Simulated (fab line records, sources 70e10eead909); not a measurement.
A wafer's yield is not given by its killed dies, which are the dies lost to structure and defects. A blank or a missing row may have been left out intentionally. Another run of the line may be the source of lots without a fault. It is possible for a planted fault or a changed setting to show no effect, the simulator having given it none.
Comparing a struck lot with a sound one -- flow nand harc -- 14 out of 1159 route steps
Sound: wafers L130.1, L130.3, L130.5. Wafers L126.2, L126.3, L126.4 were the ones struck. The cause comes at the end.
At each step with rows: each side's tool, then ch and its chambers, then its first start. Under that, the readings that differ: sound wafers -- struck wafers -- difference of the means -- sigmas: that difference in standard deviations of wafers without a fault.
alike: same words and numbers on both sides, and readings whose means sit less than 2 such deviations apart. not compared: any withheld reading, any reading some wafer has no value for, any bound like >300 that may hide the same value, and any number with overlapping values for which the record gives no deviation.
A row with sigmas, a row that says differs or no value, or rows on one side alone: a step with any of these is where the two part. Numbers that don't overlap but have no deviation are shown without sigmas and don't part them. A reading that every wafer of one side lacks parts them only if that side has two wafers or more.

first, 1 step without rows for these wafers: NHARC_A_CHANNEL_HOLE_D1_SRD_29.
NHARC_A_CHANNEL_HOLE_D1_CD_MEAS_30:
  sound: cd sem-01 at day 12 02:16; struck: cd sem-03 at day 11 12:44
reading,sound,struck,difference,sigmas
cd nm (nm),89.9 88.0 89.9,91.7 91.5 92.2,+2.5,+2
NHARC_A_CHANNEL_HOLE_D1_XSEM_31:
  sound on xsem-02 ch 0, day 12 02:22; struck on xsem-01 ch 0, day 11 12:49
  alike: bot cd nm, bow nm, tilt deg
NHARC_A_CHANNEL_HOLE_D1_INSPECT_40:
  sound: defect inspect-02 at day 12 02:28; struck: defect inspect-01 at day 11 12:55
  alike: raw defect count
then, 2 steps without rows for these wafers: NHARC_A_CHANNEL_FILL_D1_PRECLEAN_00 (cleans in SC1); NHARC_A_CHANNEL_FILL_D1_SRD_01.
NHARC_A_CHANNEL_FILL_D1_ALD_02: deposits SiO2, target thk 6 nm, pulse time 10 s, ald cycles 60.
  sound on ald hk-03 ch 0,1,2, day 12 02:39; struck on ald hk-03 ch 1,2,3, day 11 13:07
  alike: heater power w, precursor pulse height rel
NHARC_A_CHANNEL_FILL_D1_ALD_03: deposits SiNx, target thk 6 nm, pulse time 60 s, ald cycles 58.
  sound on ald sin batch-01 ch 0; struck on ald sin batch-02 ch 0
  alike: precursor pulse height rel
NHARC_A_CHANNEL_FILL_D1_ALD_14: deposits SiO2, target thk 2.5 nm, pulse time 10 s, ald cycles 25.
  sound on ald hk-04 ch 0,2, day 12 10:24; struck on ald hk-02 ch 1,2,3, day 11 21:45
  alike: heater power w, precursor pulse height rel
then, 3 steps without rows for these wafers: NHARC_A_CHANNEL_FILL_D1_ALD_15 (deposits SiNx, target thk 2 nm, pulse time 60 s, ald cycles 19); NHARC_A_CHANNEL_FILL_D1_ALD_16 (deposits SiO2, target thk 1.5 nm, pulse time 10 s, ald cycles 15); NHARC_A_CHANNEL_FILL_D1_ANNEAL_17 (time 1800 s).
NHARC_A_CHANNEL_FILL_D1_CVD_18: deposits poly-Si, target thk 3 nm.
  sound on lpcvd poly-03 ch 0, day 13 01:29; struck on lpcvd poly-01, day 12 12:16
  no value came back on the struck wafers for spike tc bottom C (C), spike tc centre C (C), spike tc upper C (C); on the sound wafers spike tc bottom C (C) reads 574.1 571.4 575.1
NHARC_A_CHANNEL_FILL_D1_ETCHBACK_19: etches the open film in HBr/Cl2, target depth 5 nm, time 1.7 s.
  sound on rie si-04 ch 1,2,3, day 13 03:32; struck on rie si-02 ch 0,2,3, day 12 14:20
  alike: drypump motor current A, oes product au, throttle valve pct
  not compared: rf hours counter h

WHERE THEY PART
First at NHARC_A_CHANNEL_HOLE_D1_CD_MEAS_30; last, within this record, at NHARC_A_CHANNEL_FILL_D1_CVD_18. Later steps at which nothing parts them and some readings are alike: NHARC_A_CHANNEL_FILL_D1_ETCHBACK_19.

WHY: the cause the simulator had injected
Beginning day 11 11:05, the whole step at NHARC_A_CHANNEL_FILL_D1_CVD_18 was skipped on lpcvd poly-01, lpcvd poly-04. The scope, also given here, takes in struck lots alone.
